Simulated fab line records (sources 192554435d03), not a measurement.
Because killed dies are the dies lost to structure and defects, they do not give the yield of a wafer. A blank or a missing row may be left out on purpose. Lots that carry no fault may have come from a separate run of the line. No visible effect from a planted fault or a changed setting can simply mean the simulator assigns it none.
Lot-split experiment || flow n5-finfet || on a route of 1938 steps: 7 lots, 21 wafers read

== ON THE SPLIT ==
At N5_HKMG_FIN_ETCH_35 (etches SOC in N2/H2, target depth 215.8 nm, time 243.4 s), the setting bias-w was moved away from the recipe's 5 W on 8 of the 21 wafers read, by -16.8% to +13.6%. The other wafers ran this setting at the recipe's value.

Reading taken at the split's own step.

== THE READING ==
rf-vpp-V, in V, at N5_HKMG_FIN_ETCH_35 (etches SOC in N2/H2, target depth 215.8 nm, time 243.4 s). Typical for fault-free wafers on this fab line: 141.6 V, with standard deviation 0.99 V.

{"wafer": "L075.1", "tool, chamber at the split": "rie-diel-02, 0", "bias-w as run, W": 4.631, "against the recipe": "-7.4%", "rf-vpp-V, V": 134.6, "against lot-mates on the recipe": -7.5}
{"wafer": "L075.2", "tool, chamber at the split": "rie-diel-02, 2", "bias-w as run, W": 5, "against the recipe": "recipe", "rf-vpp-V, V": 142.1, "against lot-mates on the recipe": "-"}
{"wafer": "L075.6", "tool, chamber at the split": "rie-diel-02, 0", "bias-w as run, W": 4.631, "against the recipe": "-7.4%", "rf-vpp-V, V": 135.1, "against lot-mates on the recipe": -7.0}
{"wafer": "L077.2", "tool, chamber at the split": "rie-diel-05, 2", "bias-w as run, W": 5, "against the recipe": "recipe", "rf-vpp-V, V": 142.1, "against lot-mates on the recipe": "-"}
{"wafer": "L077.5", "tool, chamber at the split": "rie-diel-05, 2", "bias-w as run, W": 5, "against the recipe": "recipe", "rf-vpp-V, V": 141.8, "against lot-mates on the recipe": "-"}
{"wafer": "L077.6", "tool, chamber at the split": "rie-diel-05, 1", "bias-w as run, W": 5.682, "against the recipe": "+13.6%", "rf-vpp-V, V": 154.1, "against lot-mates on the recipe": "+12.2"}
{"wafer": "L081.1", "tool, chamber at the split": "rie-diel-01, 1", "bias-w as run, W": 5, "against the recipe": "recipe", "rf-vpp-V, V": 141.3, "against lot-mates on the recipe": "-"}
{"wafer": "L081.3", "tool, chamber at the split": "rie-diel-01, 3", "bias-w as run, W": 5, "against the recipe": "recipe", "rf-vpp-V, V": 140.2, "against lot-mates on the recipe": "-"}
{"wafer": "L081.6", "tool, chamber at the split": "rie-diel-01, 0", "bias-w as run, W": 5, "against the recipe": "recipe", "rf-vpp-V, V": 141.6, "against lot-mates on the recipe": "-"}
{"wafer": "L083.3", "tool, chamber at the split": "rie-diel-02, 0", "bias-w as run, W": 4.16, "against the recipe": "-16.8%", "rf-vpp-V, V": 125.4, "against lot-mates on the recipe": -15.6}
{"wafer": "L083.4", "tool, chamber at the split": "rie-diel-02, 1", "bias-w as run, W": 5, "against the recipe": "recipe", "rf-vpp-V, V": 141.0, "against lot-mates on the recipe": "-"}
{"wafer": "L083.5", "tool, chamber at the split": "rie-diel-02, 0", "bias-w as run, W": 4.16, "against the recipe": "-16.8%", "rf-vpp-V, V": 126.5, "against lot-mates on the recipe": -14.5}
{"wafer": "L084.1", "tool, chamber at the split": "rie-diel-02, 3", "bias-w as run, W": 5, "against the recipe": "recipe", "rf-vpp-V, V": 140.0, "against lot-mates on the recipe": "-"}
{"wafer": "L084.5", "tool, chamber at the split": "rie-diel-02, 2", "bias-w as run, W": 5.621, "against the recipe": "+12.4%", "rf-vpp-V, V": 154.4, "against lot-mates on the recipe": "+14.4"}
{"wafer": "L084.6", "tool, chamber at the split": "rie-diel-02, 3", "bias-w as run, W": 5.621, "against the recipe": "+12.4%", "rf-vpp-V, V": 152.3, "against lot-mates on the recipe": "+12.3"}
{"wafer": "L095.1", "tool, chamber at the split": "rie-diel-01, 3", "bias-w as run, W": 5, "against the recipe": "recipe", "rf-vpp-V, V": 140.6, "against lot-mates on the recipe": "-"}
{"wafer": "L095.2", "tool, chamber at the split": "rie-diel-01, 1", "bias-w as run, W": 5, "against the recipe": "recipe", "rf-vpp-V, V": 142.7, "against lot-mates on the recipe": "-"}
{"wafer": "L095.3", "tool, chamber at the split": "rie-diel-01, 2", "bias-w as run, W": 5, "against the recipe": "recipe", "rf-vpp-V, V": 142.3, "against lot-mates on the recipe": "-"}
{"wafer": "L096.1", "tool, chamber at the split": "rie-diel-05, 3", "bias-w as run, W": 5, "against the recipe": "recipe", "rf-vpp-V, V": 142.9, "against lot-mates on the recipe": "-"}
{"wafer": "L096.4", "tool, chamber at the split": "rie-diel-05, 1", "bias-w as run, W": 5.623, "against the recipe": "+12.5%", "rf-vpp-V, V": 152.5, "against lot-mates on the recipe": "+10.6"}
{"wafer": "L096.6", "tool, chamber at the split": "rie-diel-05, 3", "bias-w as run, W": 5, "against the recipe": "recipe", "rf-vpp-V, V": 141.0, "against lot-mates on the recipe": "-"}

FIT RESULTS
A straight line over all 21 wafers: rf-vpp-V changes by +0.925 V for each +1% of bias-w; r = +0.99; the points scatter about the line by 0.85 V.
The same after taking each lot's own level away (the mean of its wafers on the recipe; 21 wafers): +0.938 V for each +1%; r = +0.99; scatter 0.94 V.
According to that fit, moving bias-w by its largest amount changes the reading by 16 V.
Measured against the standard deviation above, the lots' own levels, which go from 140.00 to 142.10 V, span 2.1 times it.
The two slopes are in agreement: the lot-to-lot level therefore moves the slope only a little.
Check: with one of the wafers moved furthest among these (-16.8%) left out of the fit, the line predicts -15.7 V for it against its lot-mates. Against them it came out at -15.6 V.
Tool readings at the split's step, against how far the setting was moved: rf-vpp-V r = +0.99.

== OTHER SPLITS ON THESE WAFERS ==
Note: prior to the reading, these wafers also went through further splits. Each is held against what the fit with the lots' levels taken away leaves over:
{"other split on the same wafers": "N5_SD_EPI_N_PEB_07 peb-temp-c", "wafers away from the commonest value": 5, "r with rf-vpp-V (lot level and that fit taken away)": "+0.07"}
{"other split on the same wafers": "N5_SD_EPI_P_PEB_07 peb-time-s", "wafers away from the commonest value": 12, "r with rf-vpp-V (lot level and that fit taken away)": -0.09}
{"other split on the same wafers": "N5_SD_EPI_P_ETCH_36 bias-w", "wafers away from the commonest value": 5, "r with rf-vpp-V (lot level and that fit taken away)": "+0.08"}
{"other split on the same wafers": "N5_SDB_ETCH_18 source-w", "wafers away from the commonest value": 7, "r with rf-vpp-V (lot level and that fit taken away)": "+0.13"}
{"other split on the same wafers": "N5_HKMG_FIN_ETCH_31 bias-w", "wafers away from the commonest value": 5, "r with rf-vpp-V (lot level and that fit taken away)": -0.03}

== FILE'S OWN FIT ==
rf-vpp-V changes by +0.925 V for each +1% of bias-w, r = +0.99.
